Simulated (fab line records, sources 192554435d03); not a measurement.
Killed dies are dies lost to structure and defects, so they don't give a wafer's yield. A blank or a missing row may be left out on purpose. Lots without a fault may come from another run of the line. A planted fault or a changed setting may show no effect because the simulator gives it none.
Split-lot experiment | flow n5_finfet | 7 lots, 21 wafers read, on a route of 1938 steps

THE SPLIT
At N5_BEOL_M11_EXPOSE_08 (exposes mask M11), the setting dose_mj was moved away from the recipe's 53.75 on 8 of the 21 wafers read, by -6.3% to -2.2%. The other wafers ran this setting at the recipe's value.

FROM THE SPLIT TO THE READING: what the file shows between them, 15 steps
- N5_BEOL_M11_PEB_09: peb time 60 s
- N5_BEOL_M11_DEVELOP_10: develop time 30 s
- N5_BEOL_M11_CD_MEAS_11: target cd 64.1 nm
- N5_BEOL_M11_DESCUM_16: chemistry O2, time 7.9 s
- N5_BEOL_M11_ETCH_61: etches SiARC in CF4, target depth 39 nm, time 65 s
- N5_BEOL_M11_ETCH_62: etches SOC in N2/H2, target depth 110 nm, overetch 22 nm, time 165 s
- N5_BEOL_M11_STRIP_68: strips in N2/H2
- N5_BEOL_M11_STRIP_67: strips in CF4
- N5_BEOL_M11_HM_OPEN_17: chemistry Cl2/BCl3, target TiN, target depth 20 nm, overetch 6 nm
- N5_BEOL_M11_STRIP_19: strips in O2
- N5_BEOL_M11_CD_MEAS_18: pitch 140 nm, target cd 70 nm
- N5_BEOL_M11_COAT_63: time 60 s, resist thk 100 nm
- N5_BEOL_M11_COAT_64: time 60 s, resist thk 30 nm
- N5_BEOL_M11_PRECLEAN_42: cleans in residue remover, time 60 s
- N5_BEOL_M11_SRD_43: time 30 s

THE READING
cd_nm, in nm, at N5_BEOL_M11_CD_MEAS_35 (target cd 70 nm). Fault-free wafers of this fab line usually give 70.0 nm, standard deviation 0.56 nm.

wafer  | tool, chamber at the split | dose_mj as run | against the recipe | cd_nm, nm | against lot-mates on the recipe
L077.2 | arfi_scanner-02, 0         | 50.35          | -6.3%              | 67.0      | no lot-mate on the recipe
L077.3 | arfi_scanner-02, 0         | 50.35          | -6.3%              | 66.9      | no lot-mate on the recipe
L077.6 | arfi_scanner-02, 0         | 50.35          | -6.3%              | 67.0      | no lot-mate on the recipe
L075.3 | arfi_scanner-01, 0         | 53.75          | recipe             | 69.0      | -
L075.5 | arfi_scanner-01, 0         | 51.85          | -3.5%              | 67.7      | -1.5
L075.6 | arfi_scanner-01, 0         | 53.75          | recipe             | 69.5      | -
L079.1 | arfi_scanner-03, 0         | 53.75          | recipe             | 69.7      | -
L079.3 | arfi_scanner-03, 0         | 51.51          | -4.2%              | 67.1      | -2.2
L079.6 | arfi_scanner-03, 0         | 53.75          | recipe             | 69.0      | -
L085.2 | arfi_scanner-03, 0         | 52.55          | -2.2%              | 68.3      | -0.8
L085.5 | arfi_scanner-03, 0         | 53.75          | recipe             | 69.1      | -
L085.6 | arfi_scanner-03, 0         | 53.75          | recipe             | 69.1      | -
L091.1 | arfi_scanner-03, 0         | 53.75          | recipe             | 69.7      | -
L091.4 | arfi_scanner-03, 0         | 53.75          | recipe             | 70.3      | -
L091.6 | arfi_scanner-03, 0         | 53.75          | recipe             | 69.9      | -
L089.3 | arfi_scanner-03, 0         | 51.19          | -4.8%              | 68.2      | -2.1
L089.4 | arfi_scanner-03, 0         | 53.75          | recipe             | 70.3      | -
L089.6 | arfi_scanner-03, 0         | 51.19          | -4.8%              | 68.1      | -2.2
L096.1 | arfi_scanner-01, 0         | 53.75          | recipe             | 69.7      | -
L096.5 | arfi_scanner-01, 0         | 53.75          | recipe             | 69.7      | -
L096.6 | arfi_scanner-01, 0         | 53.75          | recipe             | 69.5      | -

THE FIT
A straight line over all 21 wafers: cd_nm changes by +0.409 nm for each +1% of dose_mj; r = +0.92; the points scatter about the line by 0.45 nm.
The same after taking each lot's own level away (the mean of its wafers on the recipe; 18 wafers): +0.465 nm for each +1%; r = +0.97; scatter 0.22 nm.
On that fit, the largest move of dose_mj shifts the reading by 2.9 nm.
The lots' own levels span 69.10 to 70.30 nm, that is 2.1 times the standard deviation above.
So the lot-to-lot level changes the slope: the two fits differ.
Check: with one of the wafers moved furthest among these (-4.8%) left out of the fit, the line predicts -2.25 nm for it against its lot-mates. It came out at -2.1 nm against them.

OTHER SPLITS ON THESE WAFERS
These wafers also went through other splits before the reading. Each is held against what the fit with the lots' levels taken away leaves over:
other split on the same wafers   | wafers away from the commonest value | r with cd_nm (lot level and that fit taken away)
N5_BEOL_M9_COAT_60 spin_rpm      | 4                                    | +0.09
N5_BEOL_M9_CMP_52 down_force_psi | 7                                    | -0.02
N5_BEOL_M11_ILD_DEP_00 time_s    | 7                                    | -0.25

THE WHOLE CHAIN: every reading that the file lists as answering this split, in the file's order
step                   | what it does                                                         | reading                                                                | change (the file's fit)               | r (the file's)
N5_BEOL_M11_CD_MEAS_11 | target cd 64.1 nm                                                    | cd_nm                                                                  | +0.495 nm for each +1% of the setting | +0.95
N5_BEOL_M11_ETCH_61    | etches SiARC in CF4, target depth 39 nm, time 65 s                   | BEOL_M11.cd_offset_nm (the simulator's own value, which no gauge read) | +0.532 nm for each +1% of the setting | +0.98
N5_BEOL_M11_ETCH_62    | etches SOC in N2/H2, target depth 110 nm, overetch 22 nm, time 165 s | BEOL_M11.cd_offset_nm (the simulator's own value, which no gauge read) | +0.515 nm for each +1% of the setting | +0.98
N5_BEOL_M11_CD_MEAS_18 | pitch 140 nm, target cd 70 nm                                        | cd_nm                                                                  | +0.496 nm for each +1% of the setting | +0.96
N5_BEOL_M11_CD_MEAS_35 | target cd 70 nm                                                      | cd_nm                                                                  | +0.47 nm for each +1% of the setting  | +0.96

THE FILE'S OWN FIT
cd_nm changes by +0.47 nm for each +1% of dose_mj, r = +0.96.
